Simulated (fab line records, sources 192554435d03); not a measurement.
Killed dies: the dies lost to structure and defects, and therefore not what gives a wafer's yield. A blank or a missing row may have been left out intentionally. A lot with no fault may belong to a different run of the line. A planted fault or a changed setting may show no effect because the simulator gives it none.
Which tool is to blame? :: flow n5Finfet :: 30 wafers from 10 lots sampled at 5 of the route's 1938 steps

WHAT THE GAUGES SHOWED, per wafer
N5_BEOL_M2_INSPECT_59: inspects for defects (darkfield). Usual: rawDefectCount reads 67 (standard deviation 24).
lot: L776
measured: day 6 19:59
on: defectInspect-02
rawDefectCount: 37 72 57
flag: 

lot: L777
measured: day 7 11:15
on: defectInspect-01
rawDefectCount: 60 69 70
flag: 

lot: L778
measured: day 7 14:43
on: defectInspect-02
rawDefectCount: 68 52 60
flag: 

lot: L779
measured: day 7 17:29
on: defectInspect-01
rawDefectCount: 61 48 48
flag: 

lot: L780
measured: day 7 23:49
on: defectInspect-01
rawDefectCount: 32 50 45
flag: 

lot: L782
measured: day 8 14:35
on: defectInspect-02
rawDefectCount: 94 132 85
flag: 

lot: L794
measured: day 11 13:18
on: defectInspect-01
rawDefectCount: 101 117 95
flag: 

lot: L796
measured: day 11 18:02
on: defectInspect-01
rawDefectCount: 62 54 62
flag: 

lot: L798
measured: day 12 07:32
on: defectInspect-01
rawDefectCount: 61 45 41
flag: 

lot: L799
measured: day 12 22:14
on: defectInspect-01
rawDefectCount: 80 121 88
flag: 

N5_BEOL_M4_RC_MEAS_101. Usual: DIBL_N 36.3 mV/V, standard deviation 1.2; DIBL_P 36.1 mV/V, standard deviation 1.6; IOFF_N 0.161 nA/um, standard deviation 0.023; IOFF_P 0.209 nA/um, standard deviation 0.027; ION_N 676 uA/um, standard deviation 8.9; ION_P 462 uA/um, standard deviation 5.3; SS_N 71.5 mV/dec, standard deviation 0.51; SS_P 73.2 mV/dec, standard deviation 0.5; VT_N 249.1 mV, standard deviation 2.5; VT_P -249.9 mV, standard deviation 2.8.
lot: L776
measured: day 7 12:20
on: prober-02
DIBL_N (mV/V): 36.5 35.7 34.8
DIBL_P (mV/V): 36.8 35.0 33.1
IOFF_N (nA/um): 0.164 0.142 0.129
IOFF_P (nA/um): 0.203 0.183 0.157
ION_N (uA/um): 671 672 667
ION_P (uA/um): 460 457 451
SS_N (mV/dec): 71.8 70.8 71.7
SS_P (mV/dec): 72.7 73.3 73.5
VT_N (mV): 246.1 247.2 250.9
VT_P (mV): -251.8 -253.2 -255.5
flag: 

lot: L777
measured: day 8 08:17
on: prober-01
DIBL_N (mV/V): 36.1 35.8 37.7
DIBL_P (mV/V): 35.6 36.2 38.1
IOFF_N (nA/um): 0.155 0.145 0.185
IOFF_P (nA/um): 0.203 0.211 0.249
ION_N (uA/um): 683 671 689
ION_P (uA/um): 462 461 471
SS_N (mV/dec): 71.5 70.9 71.6
SS_P (mV/dec): 72.9 72.7 73.9
VT_N (mV): 248.2 248.5 246.0
VT_P (mV): -249.9 -250.4 -247.5
flag: 

lot: L778
measured: day 8 12:03
on: prober-01
DIBL_N (mV/V): 36.8 37.7 36.8
DIBL_P (mV/V): 35.5 35.8 34.7
IOFF_N (nA/um): 0.161 0.174 0.162
IOFF_P (nA/um): 0.221 0.220 0.213
ION_N (uA/um): 675 674 664
ION_P (uA/um): 463 466 460
SS_N (mV/dec): 71.3 71.2 71.5
SS_P (mV/dec): 73.0 73.1 73.5
VT_N (mV): 250.1 250.3 248.5
VT_P (mV): -248.8 -249.0 -247.3
flag: 

lot: L779
measured: day 8 14:11
on: prober-02
DIBL_N (mV/V): 35.7 34.9 34.4
DIBL_P (mV/V): 34.7 33.4 33.8
IOFF_N (nA/um): 0.146 0.125 0.125
IOFF_P (nA/um): 0.190 0.172 0.180
ION_N (uA/um): 672 666 667
ION_P (uA/um): 463 457 464
SS_N (mV/dec): 71.5 70.9 71.1
SS_P (mV/dec): 72.8 72.9 72.9
VT_N (mV): 252.3 252.6 252.0
VT_P (mV): -249.1 -253.1 -251.7
flag: 

lot: L780
measured: day 8 17:25
on: prober-02
DIBL_N (mV/V): 35.5 34.8 36.0
DIBL_P (mV/V): 34.7 33.8 35.1
IOFF_N (nA/um): 0.126 0.121 0.137
IOFF_P (nA/um): 0.169 0.164 0.182
ION_N (uA/um): 658 664 672
ION_P (uA/um): 450 457 459
SS_N (mV/dec): 70.6 69.9 70.4
SS_P (mV/dec): 72.4 72.7 72.3
VT_N (mV): 250.9 252.8 252.8
VT_P (mV): -255.3 -255.6 -254.5
flag: 

lot: L782
measured: day 9 12:39
on: prober-02
DIBL_N (mV/V): 36.5 37.4 37.1
DIBL_P (mV/V): 35.8 37.8 37.4
IOFF_N (nA/um): 0.158 0.188 0.198
IOFF_P (nA/um): 0.203 0.239 0.240
ION_N (uA/um): 669 675 683
ION_P (uA/um): 459 459 466
SS_N (mV/dec): 71.6 71.5 71.6
SS_P (mV/dec): 73.5 73.4 74.4
VT_N (mV): 249.0 248.5 248.4
VT_P (mV): -249.5 -247.8 -247.9
flag: 

lot: L794
measured: day 12 11:00
on: prober-02
DIBL_N (mV/V): 38.6 36.7 37.9
DIBL_P (mV/V): 37.3 34.8 36.1
IOFF_N (nA/um): 0.201 0.159 0.188
IOFF_P (nA/um): 0.248 0.206 0.235
ION_N (uA/um): 679 669 688
ION_P (uA/um): 465 455 474
SS_N (mV/dec): 72.6 71.6 71.8
SS_P (mV/dec): 73.9 73.2 73.5
VT_N (mV): 247.0 250.7 248.7
VT_P (mV): -248.7 -250.7 -246.2
flag: 

lot: L796
measured: day 12 14:43
on: prober-02
DIBL_N (mV/V): 36.8 38.2 37.9
DIBL_P (mV/V): 37.2 37.8 37.5
IOFF_N (nA/um): 0.177 0.200 0.186
IOFF_P (nA/um): 0.220 0.232 0.225
ION_N (uA/um): 679 688 680
ION_P (uA/um): 460 462 467
SS_N (mV/dec): 72.2 71.8 72.0
SS_P (mV/dec): 73.3 73.2 72.1
VT_N (mV): 249.4 247.3 247.4
VT_P (mV): -250.5 -247.2 -249.5
flag: 

lot: L798
measured: day 13 06:17
on: prober-01
DIBL_N (mV/V): 35.6 36.1 36.0
DIBL_P (mV/V): 36.5 37.8 37.2
IOFF_N (nA/um): 0.161 0.182 0.166
IOFF_P (nA/um): 0.215 0.238 0.222
ION_N (uA/um): 666 681 677
ION_P (uA/um): 461 461 462
SS_N (mV/dec): 71.9 71.8 72.7
SS_P (mV/dec): 73.0 73.9 73.7
VT_N (mV): 249.0 246.7 248.1
VT_P (mV): -250.2 -247.1 -251.9
flag: 

lot: L799
measured: day 13 22:22
on: prober-01
DIBL_N (mV/V): 37.1 36.0 35.0
DIBL_P (mV/V): 36.4 35.6 34.3
IOFF_N (nA/um): 0.166 0.143 0.132
IOFF_P (nA/um): 0.217 0.202 0.178
ION_N (uA/um): 679 674 662
ION_P (uA/um): 465 463 457
SS_N (mV/dec): 71.8 71.9 71.6
SS_P (mV/dec): 73.3 73.1 73.4
VT_N (mV): 250.1 250.6 251.1
VT_P (mV): -246.2 -248.4 -248.6
flag: 

TOOL THAT RAN EACH LOT (tool first, then ch and the chambers of the sampled wafers, then the start)
lot: L776
N5_BEOL_M2_CMP_52: cmp-02 ch 1,2,3, day 6 19:26
N5_BEOL_M2_CO_CAP_55: cvdCo-01 ch 0,2, day 6 19:46
N5_BEOL_M3_HM_DEP_02: pvdSputter-03, day 6 20:29

lot: L777
N5_BEOL_M2_CMP_52: cmp-01 ch 0,1,3, day 7 10:40
N5_BEOL_M2_CO_CAP_55: cvdCo-01 ch 0,2, day 7 11:02
N5_BEOL_M3_HM_DEP_02: pvdSputter-01, day 7 11:26

lot: L778
N5_BEOL_M2_CMP_52: cmp-02 ch 1,2,3, day 7 14:10
N5_BEOL_M2_CO_CAP_55: cvdCo-01 ch 0,1,2, day 7 14:30
N5_BEOL_M3_HM_DEP_02: pvdSputter-03, day 7 16:08

lot: L779
N5_BEOL_M2_CMP_52: cmp-04 ch 1,3, day 7 16:56
N5_BEOL_M2_CO_CAP_55: cvdCo-01 ch 0,2, day 7 17:16
N5_BEOL_M3_HM_DEP_02: pvdSputter-01, day 7 19:56

lot: L780
N5_BEOL_M2_CMP_52: cmp-02 ch 1,3, day 7 23:17
N5_BEOL_M2_CO_CAP_55: cvdCo-01 ch 0,1, day 7 23:37
N5_BEOL_M3_HM_DEP_02: pvdSputter-02, day 8 00:37

lot: L782
N5_BEOL_M2_CMP_52: cmp-01 ch 1,2, day 8 14:00
N5_BEOL_M2_CO_CAP_55: cvdCo-02 ch 1,2, day 8 14:22
N5_BEOL_M3_HM_DEP_02: pvdSputter-03, day 8 16:03

lot: L794
N5_BEOL_M2_CMP_52: cmp-04 ch 0,1,2, day 11 12:50
N5_BEOL_M2_CO_CAP_55: cvdCo-01 ch 0,2, day 11 13:05
N5_BEOL_M3_HM_DEP_02: pvdSputter-03, day 11 13:58

lot: L796
N5_BEOL_M2_CMP_52: cmp-04 ch 0,1,2, day 11 17:28
N5_BEOL_M2_CO_CAP_55: cvdCo-02 ch 0,1, day 11 17:47
N5_BEOL_M3_HM_DEP_02: pvdSputter-03, day 11 20:37

lot: L798
N5_BEOL_M2_CMP_52: cmp-04 ch 2,3, day 12 06:58
N5_BEOL_M2_CO_CAP_55: cvdCo-02 ch 0,1,2, day 12 07:20
N5_BEOL_M3_HM_DEP_02: pvdSputter-03, day 12 07:50

lot: L799
N5_BEOL_M2_CMP_52: cmp-02 ch 0,2,3, day 12 21:41
N5_BEOL_M2_CO_CAP_55: cvdCo-01 ch 0,1,2, day 12 22:01
N5_BEOL_M3_HM_DEP_02: pvdSputter-01, day 12 23:32
- N5_BEOL_M2_CMP_52: polishes, stops on SiOC, t overpolish 6.8 s, target thk 40 nm.
- N5_BEOL_M2_CO_CAP_55: material Co, precursor CCTBA/H2, target thk 2 nm, time 102.1 s.
- N5_BEOL_M3_HM_DEP_02: deposits TiN, target thk 20 nm.

AS READ BY THE TOOLS THEMSELVES (means over the sampled wafers that have a number; for cases with no such wafer, the mark the record gives instead)
N5_BEOL_M2_CMP_52. Usual: barrierFieldEndpointS 24.8 s, standard deviation 0.55; headPressurePsi 0.9997 psi, standard deviation 0.0024; motorCurrentA 6.2 A, standard deviation 0.69; overpolishRunS 6.801 s, standard deviation 0.0084; timeToEndpointS 63.8 s, standard deviation 2.8.
lot: L776
tool: cmp-02
barrierFieldEndpointS (s): 24.5
headPressurePsi (psi): 0.9985
motorCurrentA (A): 6.0
overpolishRunS (s): 6.810
timeToEndpointS (s): 61.7
flag: 

lot: L777
tool: cmp-01
barrierFieldEndpointS (s): 24.1
headPressurePsi (psi): 1.0009
motorCurrentA (A): 6.7
overpolishRunS (s): 6.795
timeToEndpointS (s): 62.9
flag: 

lot: L778
tool: cmp-02
barrierFieldEndpointS (s): 24.6
headPressurePsi (psi): 0.9973
motorCurrentA (A): 5.9
overpolishRunS (s): 6.794
timeToEndpointS (s): 63.8
flag: 

lot: L779
tool: cmp-04
barrierFieldEndpointS (s): 25.0
headPressurePsi (psi): 0.9986
motorCurrentA (A): 6.2
overpolishRunS (s): 6.808
timeToEndpointS (s): 64.0
flag: 

lot: L780
tool: cmp-02
barrierFieldEndpointS (s): 25.3
headPressurePsi (psi): 1.0004
motorCurrentA (A): 6.0
overpolishRunS (s): 6.803
timeToEndpointS (s): 65.3
flag: 

lot: L782
tool: cmp-01
barrierFieldEndpointS (s): 24.5
headPressurePsi (psi): 0.9999
motorCurrentA (A): 7.5
overpolishRunS (s): 6.805
timeToEndpointS (s): 61.5
flag: 

lot: L794
tool: cmp-04
barrierFieldEndpointS (s): 24.4
headPressurePsi (psi): 0.9974
motorCurrentA (A): 5.8
overpolishRunS (s): 6.795
timeToEndpointS (s): 59.4
flag: 

lot: L796
tool: cmp-04
barrierFieldEndpointS (s): 26.0
headPressurePsi (psi): 1.0010
motorCurrentA (A): 5.8
overpolishRunS (s): 6.805
timeToEndpointS (s): 66.6
flag: 

lot: L798
tool: cmp-04
barrierFieldEndpointS (s): 25.4
headPressurePsi (psi): 0.9988
motorCurrentA (A): 6.4
overpolishRunS (s): 6.799
timeToEndpointS (s): 67.6
flag: 

lot: L799
tool: cmp-02
barrierFieldEndpointS (s): 25.0
headPressurePsi (psi): 1.0016
motorCurrentA (A): 6.0
overpolishRunS (s): 6.805
timeToEndpointS (s): 60.6
flag: 

N5_BEOL_M2_CO_CAP_55. Usual: heaterPowerW 255 W, standard deviation 38; runLengthS 125.0 s, standard deviation 0.42.
lot: L776
tool: cvdCo-01
heaterPowerW (W): 232
runLengthS (s): 125.2
flag: 

lot: L777
tool: cvdCo-01
heaterPowerW (W): 230
runLengthS (s): 125.2
flag: 

lot: L778
tool: cvdCo-01
heaterPowerW (W): 235
runLengthS (s): 124.6
flag: 

lot: L779
tool: cvdCo-01
heaterPowerW (W): 236
runLengthS (s): 135.1
flag: OFF

lot: L780
tool: cvdCo-01
heaterPowerW (W): 248
runLengthS (s): 134.6
flag: OFF

lot: L782
tool: cvdCo-02
heaterPowerW (W): 286
runLengthS (s): 125.2
flag: 

lot: L794
tool: cvdCo-01
heaterPowerW (W): 236
runLengthS (s): 125.2
flag: 

lot: L796
tool: cvdCo-02
heaterPowerW (W): 275
runLengthS (s): 125.3
flag: 

lot: L798
tool: cvdCo-02
heaterPowerW (W): 263
runLengthS (s): 125.3
flag: 

lot: L799
tool: cvdCo-01
heaterPowerW (W): 233
runLengthS (s): 124.9
flag: 

N5_BEOL_M3_HM_DEP_02. Usual: substrateTempC 25.00 C, standard deviation 0.11; throttleValvePct 29.6 %, standard deviation 1.5.
lot: L776
tool: pvdSputter-03
substrateTempC (C): 25.10
throttleValvePct (%): 30.8
flag: 

lot: L777
tool: pvdSputter-01
substrateTempC (C): 24.93
throttleValvePct (%): 27.3
flag: 

lot: L778
tool: pvdSputter-03
substrateTempC (C): 24.89
throttleValvePct (%): 30.4
flag: 

lot: L779
tool: pvdSputter-01
substrateTempC (C): 25.07
throttleValvePct (%): 28.0
flag: 

lot: L780
tool: pvdSputter-02
substrateTempC (C): 25.06
throttleValvePct (%): 29.7
flag: 

lot: L782
tool: pvdSputter-03
substrateTempC (C): 24.84
throttleValvePct (%): 30.4
flag: 

lot: L794
tool: pvdSputter-03
substrateTempC (C): 24.91
throttleValvePct (%): 30.4
flag: 

lot: L796
tool: pvdSputter-03
substrateTempC (C): 25.05
throttleValvePct (%): 30.6
flag: 

lot: L798
tool: pvdSputter-03
substrateTempC (C): 24.94
throttleValvePct (%): 30.4
flag: 

lot: L799
tool: pvdSputter-01
substrateTempC (C): 24.92
throttleValvePct (%): 28.2
flag: 

THE ANSWER, worked out from the rows above alone
Rule: a lot is off if the mean of its wafers that have a number lies more than 3 standard deviations from the usual mean. Also off: a lot with no number at a reading for which 4 or more lots have one. Any other lot the step has rows for is counted as sound. Order of review: gauges by route order, followed by the tools' own readings, for which a lot's mean as printed above is used. The first step at which some lot is off is used, and at that step the reading that is off furthest; a lot without a number counts as furthest.
Off: L779, L780 (N5_BEOL_M2_CO_CAP_55, runLengthS).
If a tool, at that step or one of the process steps before it, ran each lot that is off and ran no sound lot following the first of them, it fits. None of those tried fits.

WHAT WAS PUT IN BY THE SIMULATOR
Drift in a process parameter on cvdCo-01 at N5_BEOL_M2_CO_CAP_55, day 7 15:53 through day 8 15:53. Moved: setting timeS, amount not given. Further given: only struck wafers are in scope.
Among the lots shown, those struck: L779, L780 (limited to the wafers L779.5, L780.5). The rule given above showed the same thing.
